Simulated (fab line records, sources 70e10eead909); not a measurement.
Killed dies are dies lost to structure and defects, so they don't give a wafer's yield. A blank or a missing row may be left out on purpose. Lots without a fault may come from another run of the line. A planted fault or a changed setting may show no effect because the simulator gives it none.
A struck lot beside a sound one | flow nand_harc | 14 steps out of a route of 1302
Sound: wafers L393.2, L393.5, L393.6. Struck: wafers L397.3, L397.4, L397.5. The cause comes at the end.
At each step with rows: each side's tool, then ch and its chambers, then its first start. Under that, the readings that differ: sound wafers | struck wafers | difference of the means | sigmas: that difference in standard deviations of wafers without a fault.
alike: readings whose means differ by less than 2 such deviations, and words and numbers that are the same on both sides. not compared: withheld readings, readings that some wafer has no value for, bounds like >300 that may hide the same value, and numbers for which the record gives no deviation and whose values overlap.
The two part at a step that has a row with sigmas, a row that says differs or no value, or rows on one side only. Numbers that don't overlap but have no deviation are shown without sigmas and don't part them. A reading that every wafer of one side lacks parts them only if that side has two wafers or more.

NHARC_P_GATE_RTA_64: time 1 s.
  sound on rtp_anneal-01 ch 0, day 10 06:09; struck on rtp_anneal-01 ch 0, day 11 22:17
  alike: lamp_power_pct, wafer_temp_C_max
then, 5 steps without rows for these wafers: NHARC_P_GATE_ETCH_77 (etches SiO2 in dHF, target depth 6 nm); NHARC_P_GATE_DEGAS_109 (time 60 s); NHARC_P_GATE_PRE_CLEAN_110 (time 30 s); NHARC_P_GATE_SPUTTER_78 (material Ni, target thk 10 nm); NHARC_P_GATE_SPUTTER_79 (material TiN, target thk 10 nm).
NHARC_P_GATE_RTA_80: time 30 s.
  sound on rtp_anneal-01 ch 0, day 10 06:46; struck on rtp_anneal-01 ch 0, day 11 22:53
  alike: wafer_temp_C_max
then, 1 step without rows for these wafers: NHARC_P_GATE_STRIP_67 (strips in SPM, time 600 s).
NHARC_P_GATE_RTA_82: time 30 s.
  sound on rtp_anneal-01 ch 0, day 10 07:13; struck on rtp_anneal-02 ch 0, day 11 23:20
  reading            | sound       | struck      | difference | sigmas
  lamp_power_pct (%) | 4.5 4.5 4.5 | 3.2 3.2 3.2 | -1.3       | -2
  alike: wafer_temp_C_max
NHARC_P_GATE_INSPECT_68:
  sound on defect_inspect-02, day 10 07:23; struck on defect_inspect-02, day 11 23:29
  alike: raw_defect_count
NHARC_P_CONTACT_DEP_30: deposits SiNx, target thk 30 nm.
  sound on pecvd-02 ch 0,1,2, day 10 07:33; struck on pecvd-01 ch 0,1,2, day 11 23:32
  alike: heater_power_w
NHARC_P_CONTACT_DEP_00: deposits SiO2, target thk 500 nm.
  sound on pecvd-02 ch 0,1,2; struck on pecvd-01 ch 0,1,2
  alike: chamber_pressure_Torr, heater_power_w, throttle_valve_pct
NHARC_P_CONTACT_CMP_01: polishes SiO2, target thk 200 nm.
  sound on cmp-02 ch 0,2,3, day 10 08:16; struck on cmp-03 ch 0,2,3, day 12 00:19
  no value came back on the struck wafers for edge_zone_pressure_frac, motor_current_A (A); on the sound wafers edge_zone_pressure_frac reads 1.000 0.998 1.006
-- the record jumps here: 19 days lie between the struck wafers' starts before and after (it left off in module P_CONTACT and takes up again in module END, whose first step shown is number 1302 of the route) --
NHARC_END_SORT_01:
  sound on prober-01 ch 0, day 28 11:16; struck on prober-02 ch 0, day 30 16:44
  reading             | sound | struck      | difference | sigmas
  killed_at_periphery | 2     | 642 628 643 | +636       | +99 or more
  killed_dies         | 62    | 677 677 677 | +615       | +31
  alike: killed_at_array, killed_at_other, killed_open, killed_short

WHERE THEY PART
First at NHARC_P_GATE_RTA_82; last, within this record, at NHARC_END_SORT_01.

WHY: what the simulator had put in
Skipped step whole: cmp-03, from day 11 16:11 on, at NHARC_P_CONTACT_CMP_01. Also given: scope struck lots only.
